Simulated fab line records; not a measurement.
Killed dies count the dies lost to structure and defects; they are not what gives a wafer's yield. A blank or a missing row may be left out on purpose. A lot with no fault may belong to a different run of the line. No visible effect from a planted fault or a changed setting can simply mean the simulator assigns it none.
Which tool did it?	flow n5 finfet	24 lots with 72 wafers sampled at 6 steps, on a route of 1938 steps

## WHAT THE GAUGES READ, wafer by wafer
The record holds no reading of a measuring or inspecting step that can be judged against a usual standard deviation.

## EACH LOT AND THE TOOL THAT RAN IT (in order: tool; ch and the chambers of the sampled wafers; start)
lot	N5_FIN_CUT_PRECLEAN_35	N5_FIN_CUT_STRIP_22	N5_STI_FIN_REVEAL_ALD_14	N5_STI_FIN_REVEAL_ETCHBACK_08	N5_DUMMY_GATE_ALD_02	N5_DUMMY_GATE_STRIP_41
L074	vapor etch-01 ch 0,1, day 2 03:07	rie diel-06 ch 0,2, day 2 03:18	ald sin-03 ch 0,3, day 2 03:33	rie diel-03 ch 1,2,3, day 2 09:31	ald sin-03 ch 0,2,3, day 2 12:39	rie diel-05 ch 2,3, day 2 21:40
L075	vapor etch-01 ch 0,1, day 2 10:34	rie diel-06 ch 2,3, day 2 10:52	ald sin-03 ch 2,3, day 2 11:07	rie diel-02 ch 1,2,3, day 2 17:30	ald sin-01 ch 2,3, day 2 20:46	rie diel-05 ch 2,3, day 3 06:15
L076	vapor etch-02 ch 0,1, day 2 16:05	rie diel-06 ch 0,2,3, day 2 16:18	ald sin-02 ch 1,2,3, day 2 16:33	rie diel-02 ch 0,2, day 3 08:10	ald sin-04 ch 0,1,3, day 3 11:20	rie diel-06 ch 2,3, day 3 21:09
L077	vapor etch-02 ch 0,1, day 2 21:40	rie diel-01 ch 0,2,3, day 2 21:51	ald sin-01 ch 1,2,3, day 2 22:06	rie diel-04 ch 1,3, day 3 10:38	ald sin-01 ch 0,1,2, day 3 13:46	rie diel-05 ch 0,1,2, day 4 01:11
L078	vapor etch-01 ch 0,1, day 3 03:12	rie diel-01 ch 0,3, day 3 03:24	ald sin-01 ch 0,1,2, day 3 03:38	rie diel-02 ch 0,1,3, day 3 16:36	ald sin-01 ch 1,3, day 3 19:45	rie diel-06 ch 1,2, day 4 05:02
L079	vapor etch-01 ch 0,1, day 3 08:51	rie diel-06 ch 0,2,3, day 3 09:02	ald sin-02 ch 0,1,3, day 3 09:17	rie diel-03 ch 1,2,3, day 3 17:31	ald sin-01 ch 0,2, day 3 20:50	rie diel-01 ch 0,1,3, day 4 09:08
L080	vapor etch-01 ch 0,1, day 3 15:28	rie diel-06 ch 0,1,2, day 3 15:39	ald sin-01 ch 0,1,3, day 3 15:53	rie diel-02 ch 0,1,2, day 3 21:46	ald sin-04 ch 1,2,3, day 4 00:56	rie diel-05 ch 0,1,3, day 4 12:59
L081	vapor etch-01 ch 0,1, day 3 21:20	rie diel-01 ch 1,2, day 3 21:32	ald sin-02 ch 1,2,3, day 3 21:47	rie diel-02 ch 0,1,3, day 4 04:08	ald sin-03 ch 0,1,3, day 4 07:25	rie diel-05 ch 0,1, day 4 18:15
L082	vapor etch-01 ch 0,1, day 4 03:45	rie diel-06 ch 0,1, day 4 04:11	ald sin-01 ch 0,2, day 4 04:26	rie diel-04 ch 0,1,2, day 4 10:25	ald sin-04 ch 0,2,3, day 4 13:33	rie diel-06 ch 0,1,2, day 4 22:32
L083	vapor etch-01 ch 0,1, day 4 11:37	rie diel-01 ch 1,2, day 4 11:51	ald sin-01 ch 0,1,3, day 4 13:19	rie diel-03 ch 0,3, day 4 18:54	ald sin-04 ch 1,2,3, day 4 22:57	rie diel-01 ch 0,1,2, day 5 08:03
L084	vapor etch-01 ch 0,1, day 4 15:50	rie diel-06 ch 0,1,3, day 4 16:02	ald sin-01 ch 1,2,3, day 4 16:17	rie diel-03 ch 0,2,3, day 4 21:52	ald sin-01 ch 0,1,3, day 5 02:00	rie diel-06 ch 0,1,2, day 5 11:16
L085	vapor etch-02 ch 1, day 4 22:59	rie diel-05 ch 0,2,3, day 4 23:11	ald sin-01 ch 0,3, day 5 01:47	rie diel-03 ch 0,1,3, day 5 07:23	ald sin-03 ch 1,2, day 5 11:07	rie diel-05 ch 0,1,2, day 5 20:17
L086	vapor etch-02 ch 0,1, day 5 06:55	rie diel-05 ch 0,1,2, day 5 07:07	ald sin-01 ch 0,1,3, day 5 09:29	rie diel-04 ch 2,3, day 5 15:26	ald sin-01 ch 0,1, day 5 18:41	rie diel-01 ch 0,1,2, day 6 05:45
L087	vapor etch-02 ch 0,1, day 5 15:40	rie diel-06 ch 2,3, day 5 15:52	ald sin-03 ch 1,2,3, day 5 16:07	rie diel-02 ch 1,2, day 5 22:01	ald sin-04 ch 0,2,3, day 6 01:37	rie diel-06 ch 0,1, day 6 10:44
L088	vapor etch-01 ch 0,1, day 5 17:40	rie diel-05 ch 0,1,3, day 5 17:52	ald sin-02 ch 0,1,3, day 5 18:37	rie diel-03 ch 1,2,3, day 6 00:18	ald sin-01 ch 0,1,2, day 6 03:26	rie diel-06 ch 0,2,3, day 6 16:53
L089	vapor etch-01 ch 0,1, day 5 22:05	rie diel-06 ch 0,3, day 5 22:19	ald sin-02 ch 0,2,3, day 5 22:34	rie diel-02 ch 0,2,3, day 6 04:56	ald sin-04 ch 0,3, day 6 08:04	rie diel-01 ch 0,1,2, day 6 20:45
L090	vapor etch-02 ch 0,1, day 6 05:01	rie diel-05 ch 0,1, day 6 05:13	ald sin-02 ch 0,1,2, day 6 05:28	rie diel-02 ch 0,3, day 6 11:08	ald sin-03 ch 0,1,3, day 6 14:35	rie diel-06 ch 1,2,3, day 7 05:14
L091	vapor etch-01 ch 1, day 6 10:10	rie diel-05 ch 0,1,3, day 6 10:22	ald sin-02 ch 0,1, day 6 11:24	rie diel-04 ch 0,2,3, day 6 17:04	ald sin-04 ch 0,3, day 6 20:14	rie diel-05 ch 0,1,3, day 7 12:20
L092	vapor etch-02 ch 1, day 6 17:19	rie diel-05 ch 1,2,3, day 6 17:35	ald sin-02 ch 0,1,3, day 6 17:58	rie diel-02 ch 1,2,3, day 6 23:32	ald sin-04 ch 0,1,2, day 7 02:40	rie diel-05 ch 0,1,2, day 7 13:06
L093	vapor etch-02 ch 0,1, day 6 22:17	rie diel-01 ch 1,2,3, day 6 22:31	ald sin-01 ch 0,1,2, day 6 22:46	rie diel-03 ch 1,2,3, day 7 05:42	ald sin-01 ch 0,1,3, day 7 08:51	rie diel-01 ch 0,2,3, day 7 20:09
L094	vapor etch-01 ch 0,1, day 7 03:14	rie diel-06 ch 0,1,2, day 7 03:26	ald sin-03 ch 2,3, day 7 03:41	rie diel-04 ch 2,3, day 7 09:17	ald sin-04 ch 0,1,2, day 7 12:28	rie diel-01 ch 1,2,3, day 7 21:46
L095	vapor etch-01 ch 0,1, day 7 09:55	rie diel-06 ch 0,1,3, day 7 10:08	ald sin-01 ch 0,1,3, day 7 10:53	rie diel-03 ch 0,1,2, day 7 16:33	ald sin-03 ch 0,1,3, day 7 19:54	rie diel-01 ch 0,1,3, day 8 04:55
L096	vapor etch-02 ch 0,1, day 7 17:01	rie diel-05 ch 0,1,2, day 7 17:13	ald sin-01 ch 1,2,3, day 7 18:44	rie diel-02 ch 0,1,3, day 8 00:25	ald sin-04 ch 0,2,3, day 8 03:33	rie diel-05 ch 0,2,3, day 8 14:29
L097	vapor etch-01 ch 0,1, day 7 21:50	rie diel-05 ch 0,2, day 7 22:20	ald sin-01 ch 0,2,3, day 7 22:35	rie diel-02 ch 0,1, day 8 04:10	ald sin-04 ch 0,1,2, day 8 07:19	rie diel-06 ch 0,1,3, day 8 16:25
- N5_FIN_CUT_PRECLEAN_35: cleans in vHF, time 13.3 s.
- N5_FIN_CUT_STRIP_22: strips in N2/H2.
- N5_STI_FIN_REVEAL_ALD_14: deposits Si3N4, target thk 3 nm.
- N5_STI_FIN_REVEAL_ETCHBACK_08: etches SiO2 in C4F6/O2, target depth 30.5 nm, time 10.167 s.
- N5_DUMMY_GATE_ALD_02: deposits SiO2, target thk 2 nm, pulse time 1 s.
- N5_DUMMY_GATE_STRIP_41: strips in O2.

## WHAT THE TOOLS THEMSELVES READ (means of the sampled wafers that have a number; where no wafer has one, the mark that the record gives instead)
N5_FIN_CUT_PRECLEAN_35.
lot	tool	drypump motor current A (A)
L074	vapor etch-01	5.2
L075	vapor etch-01	5.1
L076	vapor etch-02	6.2
L077	vapor etch-02	6.2
L078	vapor etch-01	5.3
L079	vapor etch-01	5.3
L080	vapor etch-01	5.1
L081	vapor etch-01	5.3
L082	vapor etch-01	5.1
L083	vapor etch-01	5.4
L084	vapor etch-01	5.3
L085	vapor etch-02	6.3
L086	vapor etch-02	6.2
L087	vapor etch-02	6.1
L088	vapor etch-01	5.3
L089	vapor etch-01	5.1
L090	vapor etch-02	6.2
L091	vapor etch-01	5.5
L092	vapor etch-02	6.3
L093	vapor etch-02	6.1
L094	vapor etch-01	5.3
L095	vapor etch-01	5.3
L096	vapor etch-02	6.1
L097	vapor etch-01	5.1

N5_FIN_CUT_STRIP_22.
lot	tool	drypump motor current A (A)	oes product au (a.u.)	rf vpp V (V)	showerhead plenum p Torr (Torr)	throttle valve pct (%)
L074	rie diel-06	5.4	0.75	53.9	3.23	19.1
L075	rie diel-06	6.3	0.80	52.8	3.40	19.1
L076	rie diel-06	5.9	0.77	50.8	3.31	19.1
L077	rie diel-01	5.9	0.81	54.8	3.43	18.7
L078	rie diel-01	5.7	0.78	53.4	3.52	18.9
L079	rie diel-06	5.9	0.78	53.2	3.31	19.1
L080	rie diel-06	5.7	0.80	52.7	3.32	19.0
L081	rie diel-01	6.4	0.79	55.0	3.33	18.3
L082	rie diel-06	5.2	0.78	52.9	3.26	19.2
L083	rie diel-01	6.3	0.80	57.7	3.42	18.2
L084	rie diel-06	5.7	0.81	53.4	3.35	19.1
L085	rie diel-05	5.6	0.74	54.3	3.40	19.1
L086	rie diel-05	5.7	0.73	53.3	3.30	18.9
L087	rie diel-06	6.3	0.76	54.7	3.35	19.0
L088	rie diel-05	5.8	0.75	55.9	3.31	18.9
L089	rie diel-06	5.9	0.78	55.2	3.33	19.2
L090	rie diel-05	5.7	0.76	53.9	3.23	19.0
L091	rie diel-05	5.8	0.74	54.5	3.31	18.9
L092	rie diel-05	5.9	0.71	54.6	3.38	18.9
L093	rie diel-01	6.2	0.76	54.6	3.40	18.5
L094	rie diel-06	5.7	0.77	53.5	3.31	19.0
L095	rie diel-06	5.7	0.79	51.1	3.34	19.1
L096	rie diel-05	5.8	0.72	53.4	3.29	19.0
L097	rie diel-05	5.6	0.70	55.7	3.37	19.2

N5_STI_FIN_REVEAL_ALD_14.
lot	tool	heater power w (W)
L074	ald sin-03	879
L075	ald sin-03	838
L076	ald sin-02	822
L077	ald sin-01	904
L078	ald sin-01	907
L079	ald sin-02	787
L080	ald sin-01	892
L081	ald sin-02	831
L082	ald sin-01	905
L083	ald sin-01	928
L084	ald sin-01	904
L085	ald sin-01	901
L086	ald sin-01	923
L087	ald sin-03	818
L088	ald sin-02	794
L089	ald sin-02	794
L090	ald sin-02	818
L091	ald sin-02	791
L092	ald sin-02	791
L093	ald sin-01	897
L094	ald sin-03	871
L095	ald sin-01	922
L096	ald sin-01	909
L097	ald sin-01	903

N5_STI_FIN_REVEAL_ETCHBACK_08.
lot	tool	O2_flow_sccm (sccm)	drypump motor current A (A)	oes product au (a.u.)	rf vpp V (V)	showerhead plenum p Torr (Torr)	throttle valve pct (%)
L074	rie diel-03	10.025	5.5	0.84	660	2.83	20.99
L075	rie diel-02	9.978	5.7	0.76	677	2.93	21.26
L076	rie diel-02	10.025	5.2	0.73	667	2.87	21.23
L077	rie diel-04	9.973	6.3	0.70	660	2.85	21.22
L078	rie diel-02	9.994	5.7	0.75	678	2.85	21.06
L079	rie diel-03	10.022	5.5	0.83	660	2.82	21.02
L080	rie diel-02	10.000	5.6	0.74	676	2.87	21.15
L081	rie diel-02	9.988	5.7	0.75	678	2.85	21.06
L082	rie diel-04	9.976	6.2	0.71	666	2.74	21.21
L083	rie diel-03	10.023	5.6	0.75	659	2.79	21.08
L084	rie diel-03	9.987	5.6	0.77	661	2.81	21.07
L085	rie diel-03	10.007	5.6	0.78	656	2.80	21.03
L086	rie diel-04	9.964	6.1	0.87	682	2.85	21.27
L087	rie diel-02	9.978	5.9	0.72	682	2.95	21.29
L088	rie diel-03	10.005	5.5	0.80	660	2.82	21.03
L089	rie diel-02	9.997	5.4	0.74	670	2.84	21.21
L090	rie diel-02	10.002	5.4	0.73	671	2.75	20.99
L091	rie diel-04	9.974	6.2	0.77	679	2.77	21.33
L092	rie diel-02	10.001	5.7	0.72	676	2.92	21.31
L093	rie diel-03	9.994	5.5	0.78	660	2.81	21.05
L094	rie diel-04	9.997	6.1	0.84	681	2.85	21.28
L095	rie diel-03	9.990	5.4	0.80	673	2.85	20.89
L096	rie diel-02	9.991	5.7	0.73	678	2.83	21.11
L097	rie diel-02	10.007	5.6	0.72	678	2.78	20.98

N5_DUMMY_GATE_ALD_02.
lot	tool	heater power w (W)	precursor pulse height rel
L074	ald sin-03	472	0.993
L075	ald sin-01	507	1.016
L076	ald sin-04	495	0.994
L077	ald sin-01	503	0.999
L078	ald sin-01	522	0.992
L079	ald sin-01	502	1.011
L080	ald sin-04	516	1.003
L081	ald sin-03	477	1.010
L082	ald sin-04	566	1.007
L083	ald sin-04	516	1.019
L084	ald sin-01	519	0.990
L085	ald sin-03	443	0.999
L086	ald sin-01	516	1.000
L087	ald sin-04	550	0.978
L088	ald sin-01	511	0.989
L089	ald sin-04	523	0.981
L090	ald sin-03	468	1.015
L091	ald sin-04	536	1.013
L092	ald sin-04	539	0.996
L093	ald sin-01	513	1.004
L094	ald sin-04	542	1.006
L095	ald sin-03	467	0.998
L096	ald sin-04	560	0.999
L097	ald sin-04	546	0.995

N5_DUMMY_GATE_STRIP_41.
lot	tool	drypump motor current A (A)	oes product au (a.u.)	rf vpp V (V)	showerhead plenum p Torr (Torr)	throttle valve pct (%)
L074	rie diel-05	5.7	0.73	3.5	2.19	16.81
L075	rie diel-05	5.7	0.72	3.3	2.18	16.86
L076	rie diel-06	6.3	0.77	3.6	2.12	16.63
L077	rie diel-05	5.7	0.74	3.5	2.06	16.68
L078	rie diel-06	6.0	0.86	3.3	2.13	16.53
L079	rie diel-01	5.8	0.80	3.7	2.21	16.52
L080	rie diel-05	5.8	0.75	3.5	2.06	16.64
L081	rie diel-05	5.9	0.75	3.7	2.00	16.48
L082	rie diel-06	5.7	0.78	3.7	2.08	16.81
L083	rie diel-01	6.1	0.80	3.1	2.15	16.50
L084	rie diel-06	5.7	0.78	4.0	2.08	16.82
L085	rie diel-05	5.7	0.73	3.5	2.06	16.70
L086	rie diel-01	6.1	0.79	4.3	2.15	16.52
L087	rie diel-06	5.5	0.82	3.7	2.09	16.76
L088	rie diel-06	5.9	0.74	3.8	2.07	16.87
L089	rie diel-01	6.1	0.79	3.7	2.15	16.51
L090	rie diel-06	6.1	0.81	3.4	2.12	16.60
L091	rie diel-05	5.8	0.74	3.8	2.06	16.68
L092	rie diel-05	5.7	0.72	3.4	2.06	16.73
L093	rie diel-01	5.9	0.76	3.6	2.13	16.62
L094	rie diel-01	6.1	0.74	3.7	2.12	16.51
L095	rie diel-01	5.8	0.77	4.0	2.20	16.57
L096	rie diel-05	5.6	0.71	3.4	2.11	16.88
L097	rie diel-06	5.7	0.78	3.9	2.08	16.82

## THE ANSWER, worked out from the rows above alone
Rule: the lots themselves supply what counts as usual. Put in order of their means at a reading, lots are off if they are a third of the lots or fewer, leave a main group of 4 or more, and stand apart from it by a gap of 3 or more times the standard deviation of the main group's means; of several such gaps the widest counts. A main group is skipped when, at the precision printed for the reading in the tables above, its means are all equal. Also off: a lot with no number at a reading for which 4 or more lots have one. Where the step has rows for the other lots, those lots are counted as sound. After the gauges, taken in route order, come the tools' own readings; for these a lot's mean is taken, as printed above. The first step at which some lot is off is used, and at that step the reading that is off furthest; a lot without a number counts as furthest.
Across all readings shown, no lot is off: no conclusion can be drawn from this.

## WHAT HAD BEEN PUT IN BY THE SIMULATOR
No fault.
